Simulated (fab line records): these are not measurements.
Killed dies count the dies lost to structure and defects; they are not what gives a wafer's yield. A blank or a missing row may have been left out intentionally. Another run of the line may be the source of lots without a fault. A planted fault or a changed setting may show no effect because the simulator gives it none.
Lot-split experiment -- flow n5 finfet -- 21 wafers read across 7 lots, on a route 1938 steps long

THE SPLIT ITSELF
At N5_BEOL_M13_COAT_65 (time 60 s, resist thk 350 nm), the setting spin rpm was moved away from the recipe's 1500 rpm on 4 of the 21 wafers read, by -9.3% to -7.3%. The other wafers ran this setting at the recipe's value.

The reading is taken at the split's own step.

THE READING
SOC_of_BEOL_M13_COAT_65.thk nm (the simulator's own value, which no gauge read), in nm, at N5_BEOL_M13_COAT_65 (time 60 s, resist thk 350 nm). There is no usual value for it anywhere in the file. Average 350.0 nm, standard deviation 1.3 nm, over the 17 wafers here run with the recipe.

wafer,"tool, chamber at the split","spin rpm as run, rpm",against the recipe,"SOC_of_BEOL_M13_COAT_65.thk nm, nm",against lot-mates on the recipe
L077.1,"litho track-04, 0",1500,recipe,350,-
L077.4,"litho track-04, 0",1500,recipe,348.6,-
L077.5,"litho track-04, 0",1500,recipe,349.4,-
L081.1,"litho track-04, 0",1500,recipe,348.6,-
L081.3,"litho track-04, 0",1375,-8.3%,363.4,+15.2
L081.6,"litho track-04, 0",1500,recipe,347.8,-
L084.1,"litho track-04, 0",1390,-7.3%,363,+13.6
L084.4,"litho track-04, 0",1500,recipe,349.4,-
L084.6,"litho track-04, 0",1390,-7.3%,362.8,+13.4
L083.1,"litho track-05, 0",1500,recipe,350.6,-
L083.2,"litho track-05, 0",1500,recipe,349,-
L083.4,"litho track-05, 0",1500,recipe,349.2,-
L089.3,"litho track-02, 0",1500,recipe,352.8,-
L089.4,"litho track-02, 0",1361,-9.3%,369.8,+17.2
L089.5,"litho track-02, 0",1500,recipe,352.4,-
L093.1,"litho track-05, 0",1500,recipe,350,-
L093.6,"litho track-05, 0",1500,recipe,350,-
L093.5,"litho track-05, 0",1500,recipe,349.4,-
L095.4,"litho track-05, 0",1500,recipe,350.6,-
L095.5,"litho track-05, 0",1500,recipe,351.6,-
L095.6,"litho track-05, 0",1500,recipe,350.8,-

FIT RESULTS
A straight line over all 21 wafers: SOC_of_BEOL_M13_COAT_65.thk nm changes by -1.84 nm for each +1% of spin rpm; r = -0.97; the points scatter about the line by 1.5 nm.
The same after taking each lot's own level away (the mean of its wafers on the recipe; 21 wafers): -1.84 nm for each +1%; r = -1.00; scatter 0.45 nm.
According to that fit, moving spin rpm by its largest amount changes the reading by 17 nm.
The lots' own levels span 348.20 to 352.60 nm, that is 3.4 times the standard deviation above.
The two slopes agree, so the slope changes little with the lot-to-lot level.
Check: for one of the wafers moved furthest among these (-9.3%), held out of the fit, the line's prediction against its lot-mates is +17 nm. Against them it came out at +17.2 nm.

THESE WAFERS: OTHER SPLITS
Other splits were also applied to these wafers ahead of the reading. Each is held against what the fit with the lots' levels taken away leaves over:
other split on the same wafers,wafers away from the commonest value,r with SOC_of_BEOL_M13_COAT_65.thk nm (lot level and that fit taken away)
N5_BEOL_M9_TRENCH_ETCH_37 time s,3,+0.15
N5_BEOL_M10_COAT_64 spin rpm,9,+0.03
N5_BEOL_M11_ETCH_41 time s,12,+0.00
N5_BEOL_M12_ETCH_38 time s,3,-0.09
N5_BEOL_M12_CMP_49 down force psi,8,+0.18

FILE'S OWN FIT
SOC_of_BEOL_M13_COAT_65.thk nm changes by -1.84 nm for each +1% of spin rpm, r = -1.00.
